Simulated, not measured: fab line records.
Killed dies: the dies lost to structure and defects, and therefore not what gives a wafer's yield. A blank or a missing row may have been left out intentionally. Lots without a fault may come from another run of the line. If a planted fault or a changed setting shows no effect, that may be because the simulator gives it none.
Split-lot experiment / flow n5 finfet / route with 1938 steps; 7 lots, 21 wafers read

== THE SPLIT ==
At N5_BEOL_M2_COAT_22 (resist thk 30 nm), the setting spin rpm was moved away from the recipe's 1500 rpm on 8 of the 21 wafers read, by -9.8% to +9.3%. This setting was run at the recipe's value on the other wafers.

== FROM THE SPLIT TO THE READING: what the file shows between them, 4 steps ==
- N5_BEOL_M2_EBR_24
- N5_BEOL_M2_SOFTBAKE_23: time 60 s
- N5_BEOL_M2_EXPOSE_25: exposes mask V1, defocus 5 nm
- N5_BEOL_M2_PEB_26: peb time 60 s

== THE READING ==
CAR-EUV_of_BEOL_M2_COAT_22.thk nm (the simulator's own value, which no gauge read), in nm, at N5_BEOL_M2_DEVELOP_27 (develop time 30 s). The file gives no usual value for it. The 13 wafers here that ran the recipe average 29.5 nm, standard deviation 0.092 nm.

wafer=L076.1; tool, chamber at the split=litho track-03, 0; spin rpm as run, rpm=1500; against the recipe=recipe; CAR-EUV_of_BEOL_M2_COAT_22.thk nm, nm=29.6; against lot-mates on the recipe=-
wafer=L076.2; tool, chamber at the split=litho track-03, 0; spin rpm as run, rpm=1500; against the recipe=recipe; CAR-EUV_of_BEOL_M2_COAT_22.thk nm, nm=29.6; against lot-mates on the recipe=-
wafer=L076.6; tool, chamber at the split=litho track-03, 0; spin rpm as run, rpm=1500; against the recipe=recipe; CAR-EUV_of_BEOL_M2_COAT_22.thk nm, nm=29.6; against lot-mates on the recipe=-
wafer=L074.4; tool, chamber at the split=litho track-04, 0; spin rpm as run, rpm=1400; against the recipe=-6.7%; CAR-EUV_of_BEOL_M2_COAT_22.thk nm, nm=30.6; against lot-mates on the recipe=no lot-mate on the recipe
wafer=L074.5; tool, chamber at the split=litho track-04, 0; spin rpm as run, rpm=1400; against the recipe=-6.7%; CAR-EUV_of_BEOL_M2_COAT_22.thk nm, nm=30.6; against lot-mates on the recipe=no lot-mate on the recipe
wafer=L074.6; tool, chamber at the split=litho track-04, 0; spin rpm as run, rpm=1400; against the recipe=-6.7%; CAR-EUV_of_BEOL_M2_COAT_22.thk nm, nm=30.6; against lot-mates on the recipe=no lot-mate on the recipe
wafer=L080.1; tool, chamber at the split=litho track-05, 0; spin rpm as run, rpm=1500; against the recipe=recipe; CAR-EUV_of_BEOL_M2_COAT_22.thk nm, nm=29.4; against lot-mates on the recipe=-
wafer=L080.2; tool, chamber at the split=litho track-05, 0; spin rpm as run, rpm=1500; against the recipe=recipe; CAR-EUV_of_BEOL_M2_COAT_22.thk nm, nm=29.6; against lot-mates on the recipe=-
wafer=L080.5; tool, chamber at the split=litho track-05, 0; spin rpm as run, rpm=1353; against the recipe=-9.8%; CAR-EUV_of_BEOL_M2_COAT_22.thk nm, nm=31; against lot-mates on the recipe=+1.5
wafer=L084.2; tool, chamber at the split=litho track-05, 0; spin rpm as run, rpm=1500; against the recipe=recipe; CAR-EUV_of_BEOL_M2_COAT_22.thk nm, nm=29.6; against lot-mates on the recipe=-
wafer=L084.3; tool, chamber at the split=litho track-05, 0; spin rpm as run, rpm=1500; against the recipe=recipe; CAR-EUV_of_BEOL_M2_COAT_22.thk nm, nm=29.6; against lot-mates on the recipe=-
wafer=L084.6; tool, chamber at the split=litho track-05, 0; spin rpm as run, rpm=1500; against the recipe=recipe; CAR-EUV_of_BEOL_M2_COAT_22.thk nm, nm=29.6; against lot-mates on the recipe=-
wafer=L088.1; tool, chamber at the split=litho track-05, 0; spin rpm as run, rpm=1639; against the recipe=+9.3%; CAR-EUV_of_BEOL_M2_COAT_22.thk nm, nm=28.2; against lot-mates on the recipe=-1.4
wafer=L088.5; tool, chamber at the split=litho track-05, 0; spin rpm as run, rpm=1639; against the recipe=+9.3%; CAR-EUV_of_BEOL_M2_COAT_22.thk nm, nm=28.2; against lot-mates on the recipe=-1.4
wafer=L088.2; tool, chamber at the split=litho track-05, 0; spin rpm as run, rpm=1500; against the recipe=recipe; CAR-EUV_of_BEOL_M2_COAT_22.thk nm, nm=29.6; against lot-mates on the recipe=-
wafer=L093.1; tool, chamber at the split=litho track-05, 0; spin rpm as run, rpm=1500; against the recipe=recipe; CAR-EUV_of_BEOL_M2_COAT_22.thk nm, nm=29.4; against lot-mates on the recipe=-
wafer=L093.3; tool, chamber at the split=litho track-05, 0; spin rpm as run, rpm=1500; against the recipe=recipe; CAR-EUV_of_BEOL_M2_COAT_22.thk nm, nm=29.4; against lot-mates on the recipe=-
wafer=L093.6; tool, chamber at the split=litho track-05, 0; spin rpm as run, rpm=1500; against the recipe=recipe; CAR-EUV_of_BEOL_M2_COAT_22.thk nm, nm=29.4; against lot-mates on the recipe=-
wafer=L097.1; tool, chamber at the split=litho track-03, 0; spin rpm as run, rpm=1616; against the recipe=+7.7%; CAR-EUV_of_BEOL_M2_COAT_22.thk nm, nm=28.6; against lot-mates on the recipe=-1.0
wafer=L097.6; tool, chamber at the split=litho track-03, 0; spin rpm as run, rpm=1616; against the recipe=+7.7%; CAR-EUV_of_BEOL_M2_COAT_22.thk nm, nm=28.6; against lot-mates on the recipe=-1.0
wafer=L097.2; tool, chamber at the split=litho track-03, 0; spin rpm as run, rpm=1500; against the recipe=recipe; CAR-EUV_of_BEOL_M2_COAT_22.thk nm, nm=29.6; against lot-mates on the recipe=-

FIT RESULTS
A straight line over all 21 wafers: CAR-EUV_of_BEOL_M2_COAT_22.thk nm changes by -0.144 nm for each +1% of spin rpm; r = -0.99; the points scatter about the line by 0.098 nm.
The same after taking each lot's own level away (the mean of its wafers on the recipe; 18 wafers): -0.146 nm for each +1%; r = -1.00; scatter 0.061 nm.
According to that fit, moving spin rpm by its largest amount changes the reading by 1.4 nm.
From 29.40 to 29.60 nm: that is the span of the lots' own levels, equal to 2.2 times the standard deviation above.
The two slopes agree, so the slope changes little with the lot-to-lot level.
Check: with one of the wafers moved furthest among these (-9.8%) left out of the fit, the line predicts +1.4 nm for it against its lot-mates. Against them it came out at +1.5 nm.

== THE WHOLE CHAIN: every reading that the file lists as answering this split, in the file's order ==
step=N5_BEOL_M2_COAT_22; what it does=resist thk 30 nm; reading=CAR-EUV_of_BEOL_M2_COAT_22.thk nm (the simulator's own value, which no gauge read); change (the file's fit)=-0.143 nm for each +1% of the setting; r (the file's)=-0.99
step=N5_BEOL_M2_DEVELOP_27; what it does=develop time 30 s; reading=CAR-EUV_of_BEOL_M2_COAT_22.thk nm (the simulator's own value, which no gauge read); change (the file's fit)=-0.146 nm for each +1% of the setting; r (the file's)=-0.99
step=N5_BEOL_M2_DESCUM_33; what it does=chemistry O2, time 7 s; reading=CAR-EUV_of_BEOL_M2_COAT_22.thk nm (the simulator's own value, which no gauge read); change (the file's fit)=-0.142 nm for each +1% of the setting, in a fit together with time s@BEOL_M2_DESCUM_33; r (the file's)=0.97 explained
step=N5_BEOL_M2_ETCH_77; what it does=etches underlayer in N2/H2, target depth 6.5 nm, time 5.2 s; reading=CAR-EUV_of_BEOL_M2_COAT_22.thk nm (the simulator's own value, which no gauge read); change (the file's fit)=-0.138 nm for each +1% of the setting, in a fit together with time s@BEOL_M2_DESCUM_33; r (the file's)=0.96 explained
step=N5_BEOL_M2_ETCH_69; what it does=etches SiARC in CF4, target depth 15.6 nm, time 26 s; reading=CAR-EUV_of_BEOL_M2_COAT_22.thk nm (the simulator's own value, which no gauge read); change (the file's fit)=-0.142 nm for each +1% of the setting, in a fit together with time s@BEOL_M2_DESCUM_33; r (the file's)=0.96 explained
step=N5_BEOL_M2_ETCHBACK_99; what it does=etches SiO2 in CHF3, target depth 5 nm, time 10.4 s; reading=CAR-EUV_of_BEOL_M2_COAT_22.thk nm (the simulator's own value, which no gauge read); change (the file's fit)=-0.138 nm for each +1% of the setting, in a fit together with time s@BEOL_M2_DESCUM_33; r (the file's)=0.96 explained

== FILE'S OWN FIT ==
CAR-EUV_of_BEOL_M2_COAT_22.thk nm changes by -0.146 nm for each +1% of spin rpm, r = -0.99.
